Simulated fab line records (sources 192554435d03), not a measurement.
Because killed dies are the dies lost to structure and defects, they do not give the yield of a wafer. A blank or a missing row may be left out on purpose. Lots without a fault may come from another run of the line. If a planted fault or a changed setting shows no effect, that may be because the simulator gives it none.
Chamber matching    flow n5 finfet    N5_BEOL_M4_ILD_DEP_00 on pecvd-01 has 3 sister chambers
The step deposits SiOC from DEMS/O2, target thk 79 nm, time 15.3 s. 6 wafers are shown with their chamber, then 7 later ones without.

== WAFERS WITH THEIR CHAMBER ==
wafer   chamber  throttle valve pct (%)  heater power w (W)
L082.3  1        11.9                    403
L087.2  0        10.6                    472
L087.5  2        11.8                    524
L087.6  1        11.8                    482
L093.1  2        11.5                    615
L093.2  0        11.0                    529

== WAFERS WHOSE CHAMBER IS MISSING ==
wafer   throttle valve pct (%)  heater power w (W)
L093.5  10.9                    421
L091.1  11.8                    556
L091.3  10.9                    490
L091.6  11.8                    562
L092.2  11.8                    574
L092.4  11.1                    484
L092.6  11.7                    575

== EACH ONE'S CHAMBER ==
wafer   from the rows above      in truth
L093.5  0                        0
L091.1  can't be placed: 2 or 1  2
L091.3  0                        0
L091.6  can't be placed: 2 or 1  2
L092.2  can't be placed: 2 or 1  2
L092.4  can't be placed: 0 or 2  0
L092.6  2                        2
Correct placement for 3 of the 7. From these rows, 4 cannot be placed; in 4 the true chamber is one of the candidates. Wrongly placed: 0.
How it was worked out, from the rows above alone: a wafer's distance from a chamber is the root of the sum, over the readings, of the square of ((its reading less the chamber's mean) divided by the reading's scatter). The wafer belongs to the nearest chamber; if the next one is less than 2 further off, it can't be placed. The mean given for a chamber averages the wafers shown for that chamber. The scatter: take each reading less its chamber's mean, square it, sum over the shown wafers, divide by the number of wafers less the number of chambers, and take the root.
